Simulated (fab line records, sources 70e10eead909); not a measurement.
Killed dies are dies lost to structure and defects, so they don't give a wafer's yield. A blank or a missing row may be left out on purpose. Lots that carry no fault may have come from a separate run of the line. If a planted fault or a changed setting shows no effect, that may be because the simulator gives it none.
Which tool is to blame? -- flow nand_harc -- 24 lots, 72 wafers sampled, at 2 steps of a route of 1159

## WHAT EACH GAUGE READ, for each wafer
NHARC_A_M0_INSPECT_27. Usual: raw_defect_count at 450, with a standard deviation of 130.
lot,measured,on,raw_defect_count,flag
L075,day 17 13:54,defect_inspect-02,354 364 394,
L074,day 17 23:06,defect_inspect-02,753 389 323,
L077,day 18 07:23,defect_inspect-02,402 560 463,
L076,day 18 13:19,defect_inspect-02,378 365 381,
L078,day 18 16:37,defect_inspect-02,330 395 280,
L080,day 18 21:05,defect_inspect-02,445 446 343,
L079,day 18 21:24,defect_inspect-01,575 428 634,
L083,day 19 08:30,defect_inspect-02,516 489 487,
L082,day 19 14:37,defect_inspect-01,491 511 417,
L081,day 19 21:05,defect_inspect-02,488 421 333,
L085,day 19 22:37,defect_inspect-01,505 453 587,
L084,day 20 00:49,defect_inspect-02,390 460 394,
L088,day 20 08:18,defect_inspect-02,553 449 395,
L087,day 20 12:34,defect_inspect-01,802 551 793,
L090,day 21 01:22,defect_inspect-02,387 435 524,
L086,day 21 02:55,defect_inspect-02,436 431 332,
L089,day 21 04:42,defect_inspect-01,420 457 518,
L091,day 22 03:03,defect_inspect-02,387 469 369,
L092,day 22 04:05,defect_inspect-02,366 502 331,
L093,day 22 04:50,defect_inspect-02,402 382 399,
L096,day 23 04:43,defect_inspect-02,349 292 233,
L094,day 23 09:25,defect_inspect-02,477 402 400,
L095,day 23 09:59,defect_inspect-01,602 400 827,
L097,day 23 16:32,defect_inspect-01,404 277 308,

## WHICH TOOL RAN EACH LOT (tool, then ch and the chambers of the sampled wafers, then the start)
lot,NHARC_A_M0_CMP_23
L075,"cmp-01 ch 1,3, day 17 13:26"
L074,"cmp-01 ch 1,2,3, day 17 22:38"
L077,"cmp-03 ch 0,1,3, day 18 06:55"
L076,"cmp-02 ch 0,1,2, day 18 12:50"
L078,"cmp-03 ch 0,1, day 18 16:09"
L080,"cmp-02 ch 0,2, day 18 20:37"
L079,"cmp-01 ch 0,1,3, day 18 20:59"
L083,"cmp-01 ch 1,2,3, day 19 08:02"
L082,"cmp-03 ch 0,3, day 19 14:08"
L081,"cmp-02 ch 0,1,3, day 19 20:40"
L085,"cmp-02 ch 0,1,3, day 19 22:12"
L084,"cmp-03 ch 0,1,3, day 20 00:20"
L088,"cmp-03 ch 0,2,3, day 20 07:52"
L087,"cmp-02 ch 0,1,2, day 20 12:09"
L090,"cmp-03 ch 0,2,3, day 21 00:54"
L086,"cmp-03 ch 1,3, day 21 02:26"
L089,"cmp-03 ch 0,1,2, day 21 04:17"
L091,"cmp-03 ch 0,1,2, day 22 02:37"
L092,"cmp-01 ch 0,1, day 22 03:37"
L093,"cmp-02 ch 0,2,3, day 22 04:26"
L096,"cmp-03 ch 0,1,2, day 23 04:16"
L094,"cmp-03 ch 1,2,3, day 23 08:58"
L095,"cmp-01 ch 1,2,3, day 23 09:34"
L097,"cmp-03 ch 0,2, day 23 16:04"
- NHARC_A_M0_CMP_23: polishes, t overpolish 20 s, target thk 113.75 nm.

## WHAT THE TOOLS THEMSELVES READ (means of the sampled wafers that have a number; where no wafer has one, the mark that the record gives instead)
NHARC_A_M0_CMP_23. Usual: motor_current_A 11.5 A, standard deviation 1.3; time_to_endpoint_s 29 s, standard deviation 3.3.
lot,tool,motor_current_A (A),time_to_endpoint_s (s),flag
L075,cmp-01,11.1,33,
L074,cmp-01,12.2,31,
L077,cmp-03,11.7,30,
L076,cmp-02,10.6,27,
L078,cmp-03,12.6,29,
L080,cmp-02,10.2,27,
L079,cmp-01,11.7,32,
L083,cmp-01,11.9,29,
L082,cmp-03,11.9,27,
L081,cmp-02,10.8,26,
L085,cmp-02,11.0,27,
L084,cmp-03,10.8,28,
L088,cmp-03,11.3,24,
L087,cmp-02,10.7,26,
L090,cmp-03,11.1,25,
L086,cmp-03,10.7,30,
L089,cmp-03,11.8,28,
L091,cmp-03,11.7,33,
L092,cmp-01,11.7,30,
L093,cmp-02,10.8,31,
L096,cmp-03,12.0,30,
L094,cmp-03,11.0,30,
L095,cmp-01,11.7,31,
L097,cmp-03,11.4,25,

## THE ANSWER, worked out from the rows above alone
Rule: take the mean of a lot's wafers that have a number; if it is more than 3 standard deviations from the usual mean, the lot is off. A lot without any number at a reading at which 4 lots or more have one is off too. The other lots that the step has rows for count as sound. After the gauges, taken in route order, come the tools' own readings; for these a lot's mean is taken, as printed above. At the first step where some lot is off, the reading lying furthest off is the one used; lots without a number count as furthest.
None of the lots is off at any reading shown; this tells nothing.

## WHAT HAD BEEN PUT IN BY THE SIMULATOR
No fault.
